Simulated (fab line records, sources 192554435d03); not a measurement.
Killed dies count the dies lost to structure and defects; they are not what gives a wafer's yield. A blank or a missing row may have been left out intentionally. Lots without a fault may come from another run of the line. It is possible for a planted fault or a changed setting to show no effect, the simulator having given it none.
Which tool was responsible? -- flow n5-finfet -- 10 lots, 30 wafers sampled, at 4 steps of a route of 1938

## WHAT THE GAUGES READ, wafer by wafer
N5_BEOL_M14_THK_MEAS_01. Usual: for M14_ILD_THK the level is 1112 nm and the standard deviation is 15.
lot,measured,on,M14_ILD_THK (nm),flag
L674,day 12 01:19,film-metro-02,1098 1119 1130,
L675,day 12 08:44,film-metro-02,1122 1119 1134,
L678,day 13 14:22,film-metro-01,1105 1115 1142,
L679,day 13 14:57,film-metro-01,1078 1090 1090,
L680,day 13 17:37,film-metro-01,1089 1085 1105,
L682,day 14 01:19,film-metro-02,1069 1078 1094,
L683,day 14 05:20,film-metro-02,1105 1094 1108,
L686,day 15 19:05,film-metro-02,1119 1134 1130,
L688,day 16 12:13,film-metro-02,1100 1118 1121,
L695,day 17 23:01,film-metro-01,1089 1097 1105,

N5_BEOL_M14_INSPECT_12: inspects for defects (macro). Usual: 2.1 for raw-defect-count, sd 1.4.
lot,measured,on,raw-defect-count,flag
L674,day 12 01:41,defect-inspect-02,2 4 3,
L675,day 12 09:06,defect-inspect-01,2 4 5,
L678,day 13 14:50,defect-inspect-01,4 2 1,
L679,day 13 15:19,defect-inspect-01,0 1 1,
L680,day 13 18:06,defect-inspect-02,4 1 1,
L682,day 14 01:41,defect-inspect-01,4 2 1,
L683,day 14 05:50,defect-inspect-01,3 2 3,
L686,day 15 19:27,defect-inspect-01,1 4 2,
L688,day 16 12:42,defect-inspect-01,>300 0 >300,
L695,day 17 23:31,defect-inspect-02,2 1 2,

## EACH LOT AND THE TOOL THAT RAN IT (in order: tool; ch and the chambers of the sampled wafers; start)
lot,N5_BEOL_M13_ANNEAL_48,N5_BEOL_M14_ILD_DEP_00
L674,"rtp-anneal-01 ch 0, day 12 00:16","pecvd-03 ch 0,1, day 12 01:03"
L675,"rtp-anneal-02 ch 0, day 12 07:46","pecvd-01 ch 0,1,2, day 12 08:33"
L678,"rtp-anneal-02 ch 0, day 13 13:23","pecvd-01 ch 0,2, day 13 14:10"
L679,"rtp-anneal-01 ch 0, day 13 14:00","pecvd-04 ch 0,2, day 13 14:46"
L680,"rtp-anneal-01 ch 0, day 13 16:37","pecvd-04 ch 0,2, day 13 17:25"
L682,"rtp-anneal-01 ch 0, day 14 00:18","pecvd-04 ch 0,2, day 14 01:08"
L683,"rtp-anneal-01 ch 0, day 14 04:25","pecvd-01 ch 0,1,2, day 14 05:09"
L686,"rtp-anneal-01 ch 0, day 15 18:10","pecvd-03 ch 0,2, day 15 18:53"
L688,"rtp-anneal-01 ch 0, day 16 11:14","pecvd-04 ch 1,2, day 16 12:02"
L695,"rtp-anneal-02 ch 0, day 17 22:05","pecvd-01 ch 1,2, day 17 22:50"
- N5_BEOL_M13_ANNEAL_48: time 90 s.
- N5_BEOL_M14_ILD_DEP_00: deposits SiO2 from TEOS/O2, target thk 1119.3 nm, time 237.4 s.

## WHAT THE TOOLS THEMSELVES READ (means of the sampled wafers that have a number; where no wafer has one, the mark that the record gives instead)
N5_BEOL_M13_ANNEAL_48. Usual: 225.91 for wafer_temp_C_max, sd 0.28.
lot,tool,wafer_temp_C_max,flag
L674,rtp-anneal-01,226.01,
L675,rtp-anneal-02,225.51,
L678,rtp-anneal-02,225.85,
L679,rtp-anneal-01,225.96,
L680,rtp-anneal-01,226.15,
L682,rtp-anneal-01,226.01,
L683,rtp-anneal-01,226.08,
L686,rtp-anneal-01,226.08,
L688,rtp-anneal-01,225.65,
L695,rtp-anneal-02,225.82,

N5_BEOL_M14_ILD_DEP_00. Usual: heater-power-w 559 W, standard deviation 110; showerhead-plenum-p-Torr 8.35 Torr, standard deviation 0.032; showerhead-vpp-V 1855 V, standard deviation 71; throttle-valve-pct 19.0 %, standard deviation 0.99.
lot,tool,heater-power-w (W),showerhead-plenum-p-Torr (Torr),showerhead-vpp-V (V),throttle-valve-pct (%),flag
L674,pecvd-03,594,8.33,1837,18.1,
L675,pecvd-01,605,8.33,1870,18.9,
L678,pecvd-01,566,8.35,1907,18.6,
L679,pecvd-04,546,8.34,1843,19.2,
L680,pecvd-04,546,8.33,1852,19.1,
L682,pecvd-04,565,8.35,1851,18.9,
L683,pecvd-01,574,8.34,1872,18.9,
L686,pecvd-03,520,8.35,1852,17.6,
L688,pecvd-04,548,8.40,1937,21.0,
L695,pecvd-01,564,8.31,1862,19.1,

## THE ANSWER, worked out from the rows above alone
Rule: a lot counts as off when the mean over its wafers that have a number is more than 3 standard deviations away from the usual mean. Also off: a lot with no number at a reading for which 4 or more lots have one. All remaining lots with rows at the step are treated as sound. After the gauges, taken in route order, come the tools' own readings; for these a lot's mean is taken, as printed above. The first step at which some lot is off is used, and at that step the reading that is off furthest; a lot without a number counts as furthest.
No lot is off on any of the readings shown, so nothing can be concluded from this.

## WHAT WAS PUT IN BY THE SIMULATOR
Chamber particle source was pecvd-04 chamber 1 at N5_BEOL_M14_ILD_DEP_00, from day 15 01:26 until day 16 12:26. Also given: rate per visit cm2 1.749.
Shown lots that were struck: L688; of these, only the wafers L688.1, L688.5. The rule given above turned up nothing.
